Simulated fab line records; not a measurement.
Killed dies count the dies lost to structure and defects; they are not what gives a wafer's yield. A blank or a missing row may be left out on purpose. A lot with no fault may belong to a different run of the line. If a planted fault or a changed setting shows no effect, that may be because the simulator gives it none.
Tool commonality check ; flow nand-harc ; Sample size 13 lots and 39 wafers

REASON IT WAS OPENED
Flagged at NHARC_A_SOURCE_PLATE_THK_MEAS_06: reading thk-nm, on 2 of 13 lots. Wafers without a fault read 200.3 nm, standard deviation 2.
Rule: a lot gets a flag if all its wafers with a number sit over 4 standard deviations from that mean, or if no wafer of it has a number. The rest of the lots are taken to be sound.

lot;measured;on;thk-nm (nm), wafer by wafer;flag
L491;day 7 12:20;film-metro-02;199.8 202.1 200.0;
L492;day 8 02:15;film-metro-02;197.7 199.6 200.2;
L493;day 8 11:54;film-metro-02;201.7 200.8 202.8;
L495;day 9 08:11;film-metro-01;199.4 194.7 199.1;
L496;day 9 22:55;film-metro-02;202.6 202.3 200.2;
L499;day 10 21:40;film-metro-02;198.1 197.2 197.3;
L505;day 13 18:25;film-metro-01;150.4 151.7 150.5;FLAGGED
L506;day 14 12:14;film-metro-01;151.6 150.8 152.0;FLAGGED
L509;day 15 08:07;film-metro-02;202.0 201.2 203.0;
L510;day 15 17:32;film-metro-02;198.9 199.6 199.3;
L512;day 16 11:17;film-metro-01;198.2 198.7 200.2;
L513;day 16 20:55;film-metro-01;199.0 201.4 198.0;
L514;day 17 07:56;film-metro-01;201.7 203.3 204.6;
The numbers of the flagged lots are 151.2 nm on average: -49.1 nm against the usual, or -25 standard deviations.

EACH LOT AND THE TOOL IT RAN ON
Before the reading, the record contains 2 process steps out of a 1302-step route. Cell contents, in order: the tool; ch with the chambers the sampled wafers went through; the start.
lot;flag;NHARC_P_M2_ANNEAL_31;NHARC_A_SOURCE_PLATE_CVD_03
L491;;rtp-anneal-02 ch 0, day 6 07:21;lpcvd-poly-01 ch 0, day 7 01:55
L492;;rtp-anneal-02 ch 0, day 6 22:07;lpcvd-poly-01 ch 0, day 7 15:47
L493;;rtp-anneal-02 ch 0, day 7 07:28;lpcvd-poly-03 ch 0, day 8 01:24
L495;;rtp-anneal-02 ch 0, day 8 03:22;lpcvd-poly-03 ch 0, day 8 20:52
L496;;rtp-anneal-02 ch 0, day 8 18:14;lpcvd-poly-03 ch 0, day 9 11:44
L499;;rtp-anneal-02 ch 0, day 9 16:04;lpcvd-poly-01 ch 0, day 10 09:37
L505;FLAGGED;rtp-anneal-01 ch 0, day 12 15:20;lpcvd-poly-03 ch 0, day 13 10:34
L506;FLAGGED;rtp-anneal-01 ch 0, day 13 02:29;lpcvd-poly-03 ch 0, day 13 21:45
L509;;rtp-anneal-01 ch 0, day 14 03:14;lpcvd-poly-02 ch 0, day 14 21:19
L510;;rtp-anneal-02 ch 0, day 14 13:42;lpcvd-poly-02 ch 0, day 15 07:08
L512;;rtp-anneal-02 ch 0, day 15 06:56;lpcvd-poly-01 ch 0, day 16 00:29
L513;;rtp-anneal-02 ch 0, day 15 14:32;lpcvd-poly-02 ch 0, day 16 07:43
L514;;rtp-anneal-02 ch 0, day 16 02:38;lpcvd-poly-01 ch 0, day 16 22:02
These steps, and what they do:
- NHARC_P_M2_ANNEAL_31: time 90 s.
- NHARC_A_SOURCE_PLATE_CVD_03: deposits poly-Si, target thk 200 nm, time 4000 s.
- NHARC_A_SOURCE_PLATE_THK_MEAS_06: measures by ellipsometry.

FLAGGED AGAINST TOTAL, ONE TOOL AT A TIME (gauges that did the reading follow at the end)
step;tool;lots run;flagged;share of the flagged lots;sound lots run after its first flagged lot
NHARC_P_M2_ANNEAL_31;rtp-anneal-01;3;2;all;1 (L509)
NHARC_P_M2_ANNEAL_31;rtp-anneal-02;10;0;none;-
NHARC_A_SOURCE_PLATE_CVD_03;lpcvd-poly-01;5;0;none;-
NHARC_A_SOURCE_PLATE_CVD_03;lpcvd-poly-02;3;0;none;-
NHARC_A_SOURCE_PLATE_CVD_03;lpcvd-poly-03;5;2;all;0
NHARC_A_SOURCE_PLATE_THK_MEAS_06;film-metro-01;6;2;all;3 (L512,L513,L514)
NHARC_A_SOURCE_PLATE_THK_MEAS_06;film-metro-02;7;0;none;-

WHAT THE TABLE ALLOWS
rtp-anneal-01 at NHARC_P_M2_ANNEAL_31, lpcvd-poly-03 at NHARC_A_SOURCE_PLATE_CVD_03 and film-metro-01 at NHARC_A_SOURCE_PLATE_THK_MEAS_06: these 3 rows of the table ran every flagged lot.
- rtp-anneal-01 at NHARC_P_M2_ANNEAL_31: 2 of its 3 lots flagged. Sound lots followed the first flagged one (L509) on it, something a lasting fault affecting the whole tool could not allow.
- lpcvd-poly-03 at NHARC_A_SOURCE_PLATE_CVD_03: 2 of its 5 lots flagged. It ran its last sound lot, L496, at day 9 11:44 and its first flagged lot, L505, at day 13 10:34: a fault with its onset between the two fits. Its own readings (spike-tc-centre-C, spike-tc-lower-C, spike-tc-upper-C, tube-center-temp-C) fall more than 4 standard deviations out on all wafers of the flagged lots.
- film-metro-01 at NHARC_A_SOURCE_PLATE_THK_MEAS_06: 2 of its 6 lots flagged. Sound lots followed the first flagged one (L512, L513, L514) on it, something a lasting fault affecting the whole tool could not allow.
Just one tool remains: lpcvd-poly-03 at NHARC_A_SOURCE_PLATE_CVD_03.

WHAT THE SIMULATOR HAD PUT IN
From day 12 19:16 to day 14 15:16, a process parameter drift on lpcvd-poly-03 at NHARC_A_SOURCE_PLATE_CVD_03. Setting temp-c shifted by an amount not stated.
Shown lots that were struck: L505, L506. The same result came from the rule above.
